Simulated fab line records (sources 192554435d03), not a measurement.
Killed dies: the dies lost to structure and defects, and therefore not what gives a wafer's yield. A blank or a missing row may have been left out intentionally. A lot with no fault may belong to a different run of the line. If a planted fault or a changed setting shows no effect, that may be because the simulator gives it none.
Chamber matching / flow n5_finfet / rie_diel-04 running N5_BEOL_M14_ETCH_68: 4 sister chambers
The step etches SOC in N2/H2, time 450 s. 16 wafers are shown with their chamber, then 8 later ones without.

== WAFERS PAIRED WITH THEIR CHAMBERS ==
wafer=L076.3; chamber=3; drypump_motor_current_A (A)=5.5; showerhead_plenum_p_Torr (Torr)=2.57; throttle_valve_pct (%)=17.20
wafer=L076.4; chamber=2; drypump_motor_current_A (A)=5.9; showerhead_plenum_p_Torr (Torr)=2.49; throttle_valve_pct (%)=17.90
wafer=L076.5; chamber=2; drypump_motor_current_A (A)=5.9; showerhead_plenum_p_Torr (Torr)=2.49; throttle_valve_pct (%)=17.91
wafer=L080.1; chamber=2; drypump_motor_current_A (A)=5.9; showerhead_plenum_p_Torr (Torr)=2.49; throttle_valve_pct (%)=17.93
wafer=L080.2; chamber=0; drypump_motor_current_A (A)=6.1; showerhead_plenum_p_Torr (Torr)=2.57; throttle_valve_pct (%)=17.39
wafer=L080.4; chamber=1; drypump_motor_current_A (A)=6.2; showerhead_plenum_p_Torr (Torr)=2.61; throttle_valve_pct (%)=18.16
wafer=L081.2; chamber=2; drypump_motor_current_A (A)=5.9; showerhead_plenum_p_Torr (Torr)=2.49; throttle_valve_pct (%)=17.93
wafer=L081.3; chamber=0; drypump_motor_current_A (A)=6.1; showerhead_plenum_p_Torr (Torr)=2.57; throttle_valve_pct (%)=17.37
wafer=L081.4; chamber=1; drypump_motor_current_A (A)=6.2; showerhead_plenum_p_Torr (Torr)=2.61; throttle_valve_pct (%)=18.15
wafer=L088.1; chamber=2; drypump_motor_current_A (A)=6.0; showerhead_plenum_p_Torr (Torr)=2.48; throttle_valve_pct (%)=17.49
wafer=L088.3; chamber=0; drypump_motor_current_A (A)=6.1; showerhead_plenum_p_Torr (Torr)=2.57; throttle_valve_pct (%)=17.41
wafer=L088.6; chamber=3; drypump_motor_current_A (A)=5.5; showerhead_plenum_p_Torr (Torr)=2.55; throttle_valve_pct (%)=17.29
wafer=L086.2; chamber=2; drypump_motor_current_A (A)=5.9; showerhead_plenum_p_Torr (Torr)=2.48; throttle_valve_pct (%)=17.52
wafer=L086.3; chamber=0; drypump_motor_current_A (A)=6.1; showerhead_plenum_p_Torr (Torr)=2.56; throttle_valve_pct (%)=17.41
wafer=L086.5; chamber=2; drypump_motor_current_A (A)=5.9; showerhead_plenum_p_Torr (Torr)=2.48; throttle_valve_pct (%)=17.52
wafer=L089.2; chamber=3; drypump_motor_current_A (A)=5.5; showerhead_plenum_p_Torr (Torr)=2.55; throttle_valve_pct (%)=17.29

SIGNATURES (means of the wafers above)
reading=drypump_motor_current_A; chamber 0=6.100; chamber 1=6.200; chamber 2=5.914; chamber 3=5.500; scatter within a chamber=0.0267
reading=showerhead_plenum_p_Torr; chamber 0=2.5675; chamber 1=2.6100; chamber 2=2.4857; chamber 3=2.5567; scatter within a chamber=0.00654
reading=throttle_valve_pct; chamber 0=17.3950; chamber 1=18.1550; chamber 2=17.7429; chamber 3=17.2600; scatter within a chamber=0.156
Rule: a wafer's distance from a chamber is the root of the sum, over the readings, of the square of ((its reading less the chamber's mean) divided by the reading's scatter). The wafer belongs to the nearest chamber; if the next one is less than 2 further off, it can't be placed. The scatter: the root of (the sum of the squares of (reading less its chamber's mean) over the shown wafers, divided by (wafers less chambers)).

== WAFERS WHOSE CHAMBER IS MISSING ==
wafer=L089.3; drypump_motor_current_A (A)=5.9; showerhead_plenum_p_Torr (Torr)=2.48; throttle_valve_pct (%)=17.51
wafer=L089.5; drypump_motor_current_A (A)=6.2; showerhead_plenum_p_Torr (Torr)=2.60; throttle_valve_pct (%)=17.78
wafer=L092.3; drypump_motor_current_A (A)=5.9; showerhead_plenum_p_Torr (Torr)=2.48; throttle_valve_pct (%)=17.52
wafer=L092.4; drypump_motor_current_A (A)=6.2; showerhead_plenum_p_Torr (Torr)=2.60; throttle_valve_pct (%)=17.76
wafer=L092.5; drypump_motor_current_A (A)=6.0; showerhead_plenum_p_Torr (Torr)=2.48; throttle_valve_pct (%)=17.50
wafer=L093.1; drypump_motor_current_A (A)=6.0; showerhead_plenum_p_Torr (Torr)=2.48; throttle_valve_pct (%)=17.53
wafer=L093.2; drypump_motor_current_A (A)=6.1; showerhead_plenum_p_Torr (Torr)=2.56; throttle_valve_pct (%)=17.43
wafer=L093.6; drypump_motor_current_A (A)=6.1; showerhead_plenum_p_Torr (Torr)=2.56; throttle_valve_pct (%)=17.43

== EACH ONE'S CHAMBER ==
wafer=L089.3; from the rows above=2; in truth=2
wafer=L089.5; from the rows above=1; in truth=1
wafer=L092.3; from the rows above=2; in truth=2
wafer=L092.4; from the rows above=1; in truth=1
wafer=L092.5; from the rows above=2; in truth=2
wafer=L093.1; from the rows above=2; in truth=2
wafer=L093.2; from the rows above=0; in truth=0
wafer=L093.6; from the rows above=0; in truth=0
Correctly placed: 8 of 8. Can't be placed from these rows: 0. Wrongly placed: 0.
